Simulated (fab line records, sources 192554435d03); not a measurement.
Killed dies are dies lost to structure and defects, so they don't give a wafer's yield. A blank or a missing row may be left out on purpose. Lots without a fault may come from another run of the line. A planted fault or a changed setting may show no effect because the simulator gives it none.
Chamber matching | flow n5_finfet | N5_MOL_CONTACT_COAG_ETCH_105 on rie_diel-06: 4 sister chambers
The step etches SiARC in CF4, target depth 15.6 nm, time 26 s. 22 wafers are shown with their chamber, then 11 later ones without.

WAFERS WITH THEIR CHAMBER
wafer  | chamber | drypump_motor_current_A (A) | showerhead_plenum_p_Torr (Torr) | throttle_valve_pct (%)
L075.3 | 0       | 5.8                         | 2.03                            | 15.84
L075.4 | 2       | 4.9                         | 2.22                            | 16.00
L075.5 | 3       | 5.0                         | 2.06                            | 15.26
L078.2 | 2       | 4.9                         | 2.22                            | 16.01
L078.4 | 0       | 5.7                         | 2.03                            | 15.84
L078.6 | 1       | 5.5                         | 2.05                            | 15.95
L084.3 | 2       | 4.9                         | 2.21                            | 16.02
L084.5 | 2       | 4.9                         | 2.21                            | 16.04
L084.6 | 1       | 5.5                         | 2.05                            | 15.97
L086.1 | 2       | 4.9                         | 2.21                            | 16.03
L086.3 | 1       | 5.5                         | 2.05                            | 15.98
L086.5 | 0       | 5.7                         | 2.03                            | 15.87
L088.2 | 2       | 4.9                         | 2.21                            | 16.06
L088.5 | 1       | 5.5                         | 2.04                            | 16.00
L088.6 | 0       | 5.8                         | 2.02                            | 15.89
L089.4 | 3       | 5.0                         | 2.05                            | 15.31
L089.5 | 0       | 5.8                         | 2.02                            | 15.89
L089.6 | 3       | 5.0                         | 2.05                            | 15.31
L090.1 | 3       | 5.0                         | 2.05                            | 15.31
L090.3 | 1       | 5.5                         | 2.04                            | 16.02
L090.5 | 3       | 5.0                         | 2.05                            | 15.30
L091.1 | 0       | 5.8                         | 2.02                            | 15.88

SIGNATURES (means of the wafers above)
reading                  | chamber 0 | chamber 1 | chamber 2 | chamber 3 | scatter within a chamber
drypump_motor_current_A  | 5.767     | 5.500     | 4.900     | 5.000     | 0.0272
showerhead_plenum_p_Torr | 2.0250    | 2.0460    | 2.2133    | 2.0520    | 0.00518
throttle_valve_pct       | 15.8683   | 15.9840   | 16.0267   | 15.2980   | 0.0234
Rule: a wafer's distance from a chamber is the root of the sum, over the readings, of the square of ((its reading less the chamber's mean) divided by the reading's scatter). The wafer belongs to the nearest chamber; if the next one is less than 2 further off, it can't be placed. The scatter: the root of (the sum of the squares of (reading less its chamber's mean) over the shown wafers, divided by (wafers less chambers)).

WAFERS WITHOUT THEIR CHAMBER
wafer  | drypump_motor_current_A (A) | showerhead_plenum_p_Torr (Torr) | throttle_valve_pct (%)
L091.2 | 5.0                         | 2.05                            | 15.32
L091.3 | 5.5                         | 2.04                            | 16.02
L092.3 | 5.8                         | 2.02                            | 15.90
L092.5 | 5.5                         | 2.04                            | 16.00
L092.6 | 5.8                         | 2.02                            | 15.89
L094.1 | 5.0                         | 2.05                            | 15.34
L094.4 | 5.7                         | 2.02                            | 15.91
L094.6 | 5.5                         | 2.04                            | 16.02
L096.2 | 5.0                         | 2.20                            | 16.09
L096.4 | 5.7                         | 2.02                            | 15.92
L096.6 | 5.0                         | 2.05                            | 15.34

WHICH CHAMBER EACH WENT THROUGH
wafer  | from the rows above | in truth
L091.2 | 3                   | 3
L091.3 | 1                   | 1
L092.3 | 0                   | 0
L092.5 | 1                   | 1
L092.6 | 0                   | 0
L094.1 | 3                   | 3
L094.4 | 0                   | 0
L094.6 | 1                   | 1
L096.2 | 2                   | 2
L096.4 | 0                   | 0
L096.6 | 3                   | 3
Placed correctly: 11 of 11. Can't be placed from these rows: 0. Placed wrongly: 0.
